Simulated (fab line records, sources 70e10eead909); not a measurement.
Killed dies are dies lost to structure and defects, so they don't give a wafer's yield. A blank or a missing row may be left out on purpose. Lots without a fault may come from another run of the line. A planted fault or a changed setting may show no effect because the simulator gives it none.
A struck lot beside a sound one | flow nand_harc | 15 steps out of a route of 1302
Sound: wafers L109.1, L109.3, L109.5. Struck: wafer L114.3. (L114.1, L114.5 of the same lot were not struck and are left out.) The cause comes at the end.
At each step with rows: each side's tool, then ch and its chambers, then its first start. Under that, the readings that differ: sound wafers | struck wafers | difference of the means | sigmas: that difference in standard deviations of wafers without a fault.
alike: readings whose means differ by less than 2 such deviations, and words and numbers that are the same on both sides. not compared: withheld readings, readings that some wafer has no value for, bounds like >300 that may hide the same value, and numbers for which the record gives no deviation and whose values overlap.
The two part at a step that has a row with sigmas, a row that says differs or no value, or rows on one side only. Numbers that don't overlap but have no deviation are shown without sigmas and don't part them. A reading that every wafer of one side lacks parts them only if that side has two wafers or more.

first, 1 step without rows for these wafers: NHARC_A_CHANNEL_FILL_D2_ALD_15 (deposits SiNx, target thk 2 nm, pulse time 60 s, ald cycles 19).
NHARC_A_CHANNEL_FILL_D2_ALD_16: deposits SiO2, target thk 1.5 nm, pulse time 10 s, ald cycles 15.
  sound on ald_hk-04 ch 0,3, day 15 21:45; struck on ald_hk-03 ch 1, day 18 22:44
  alike: heater_power_outer_w, heater_power_w, precursor_pulse_height_rel, susceptor_temp_C
  not compared: ald_cycles
then, 2 steps without rows for these wafers: NHARC_A_CHANNEL_FILL_D2_ANNEAL_17 (time 1800 s); NHARC_A_CHANNEL_FILL_D2_CVD_18 (deposits poly-Si, target thk 3 nm).
NHARC_A_CHANNEL_FILL_D2_ETCHBACK_19: etches the open film in HBr/Cl2, target depth 5 nm, time 1.7 s.
  sound on rie_si-03 ch 0,2, day 16 12:05; struck on rie_si-02 ch 0, day 19 10:40
  alike: drypump_motor_current_A, oes_product_au, throttle_valve_pct
  not compared: rf_hours_counter_h
NHARC_A_CHANNEL_FILL_D2_ETCHBACK_20: etches the open film in C4F8/O2/Ar, target depth 27 nm, time 13.5 s.
  sound on rie_diel-05 ch 1,3, day 16 12:13; struck on rie_diel-02 ch 2, day 19 10:47
  reading      | sound       | struck | difference | sigmas
  rf_vpp_V (V) | 969 984 985 | 969    | -10        | -2
  alike: oes_product_au
  not compared: rf_hours_counter_h
NHARC_A_CHANNEL_FILL_D2_STRIP_28: strips in O2, time 20 s.
  sound on rie_diel-05 ch 0,3, day 16 12:22; struck on rie_diel-02 ch 3, day 19 10:52
  alike: drypump_motor_current_A, oes_product_au, rf_vpp_V, showerhead_plenum_p_Torr, throttle_valve_pct
  not compared: rf_hours_counter_h
then, 4 steps without rows for these wafers: NHARC_A_CHANNEL_FILL_D2_PRECLEAN_21 (cleans in dHF, time 30 s); NHARC_A_CHANNEL_FILL_D2_SRD_23; NHARC_A_CHANNEL_FILL_D2_CVD_05 (deposits poly-Si, target thk 5 nm); NHARC_A_CHANNEL_FILL_D2_ANNEAL_22 (time 7200 s).
NHARC_A_CHANNEL_FILL_D2_THK_MEAS_06: measures by ellipsometry.
  sound on film_metro-02, day 17 04:10; struck on film_metro-02, day 19 22:37
  alike: thk_nm
NHARC_A_CHANNEL_FILL_D2_ALD_25: deposits SiOx, target thk 60 nm, pulse time 10 s, ald cycles 600.
  sound on ald_hk-04 ch 0,2,3, day 17 04:50; struck on ald_hk-03 ch 0, day 20 00:31
  reading    | sound       | struck | difference | sigmas
  ald_cycles | 600 600 600 | 706    | +106       |
  alike: heater_power_outer_w, heater_power_w, precursor_pulse_height_rel, susceptor_temp_C
NHARC_A_CHANNEL_FILL_D2_ETCHBACK_08: etches the open film in C4F8, target depth 220 nm, time 110 s.
  sound on rie_diel-01 ch 0,2; struck on rie_diel-05 ch 2
  alike: oes_product_au, rf_vpp_V
  not compared: rf_hours_counter_h
-- the record jumps here: 10 days lie between the struck wafers' starts before and after (it left off in module A_CHANNEL_FILL_D2 and takes up again in module END, whose first step shown is number 1302 of the route) --
NHARC_END_SORT_01:
  sound on prober-01 ch 0, day 26 06:48; struck on prober-01 ch 0, day 30 06:54
  reading      | sound | struck | difference | sigmas
  killed_short | 3 5 0 | 8      | +5         | +3
  alike: killed_at_array, killed_at_other, killed_at_periphery, killed_dies, killed_open

WHERE THEY PART
First at NHARC_A_CHANNEL_FILL_D2_ETCHBACK_20; last, within this record, at NHARC_END_SORT_01.

WHY: what the simulator had put in
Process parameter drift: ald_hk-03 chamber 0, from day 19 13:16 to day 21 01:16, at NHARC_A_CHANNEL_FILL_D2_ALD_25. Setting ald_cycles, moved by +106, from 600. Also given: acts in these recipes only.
